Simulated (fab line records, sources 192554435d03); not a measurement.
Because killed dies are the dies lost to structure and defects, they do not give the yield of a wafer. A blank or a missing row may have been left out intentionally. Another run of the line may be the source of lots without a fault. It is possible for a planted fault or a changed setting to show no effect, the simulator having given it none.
Matching of chambers ; flow n5Finfet ; 4 sister chambers for N5_SD_EPI_P_ETCHBACK_46 on rieDiel-02
The step etches SiNx in CH3F/O2, stops on SiO2, target depth 17.5 nm. 4 wafers are shown with their chamber, then 9 later ones without.

## WAFERS WITH THEIR CHAMBER
wafer;chamber;showerheadPlenumPTorr (Torr)
L078.5;2;1.97
L085.2;3;2.06
L085.4;1;1.97
L085.5;0;1.99

## WAFERS MISSING THEIR CHAMBER
wafer;showerheadPlenumPTorr (Torr)
L087.1;2.06
L087.2;1.97
L087.3;1.99
L089.1;2.06
L089.3;1.96
L089.6;2.06
L092.1;1.96
L092.2;2.06
L092.3;1.98

## THE CHAMBER EACH PASSED THROUGH
wafer;from the rows above;in truth
L087.1;3;3
L087.2;can't be placed: 1 or 2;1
L087.3;0;0
L089.1;3;3
L089.3;can't be placed: 1 or 2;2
L089.6;3;3
L092.1;can't be placed: 1 or 2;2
L092.2;3;3
L092.3;can't be placed: 0 or 1 or 2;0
Placed correctly: 5 of 9. Not placeable from these rows: 4 (in 4, the candidates include the true chamber). Wrongly placed: 0.
How it was worked out, from the rows above alone: a wafer's distance from a chamber is the root of the sum, over the readings, of the square of ((its reading less the chamber's mean) divided by the reading's scatter). The wafer belongs to the nearest chamber; if the next one is less than 2 further off, it can't be placed. A chamber's mean is the mean of its shown wafers. The scatter (one wafer shown for each chamber): square how far every hidden wafer sits from the nearest shown wafer, average those squares and take the square root.
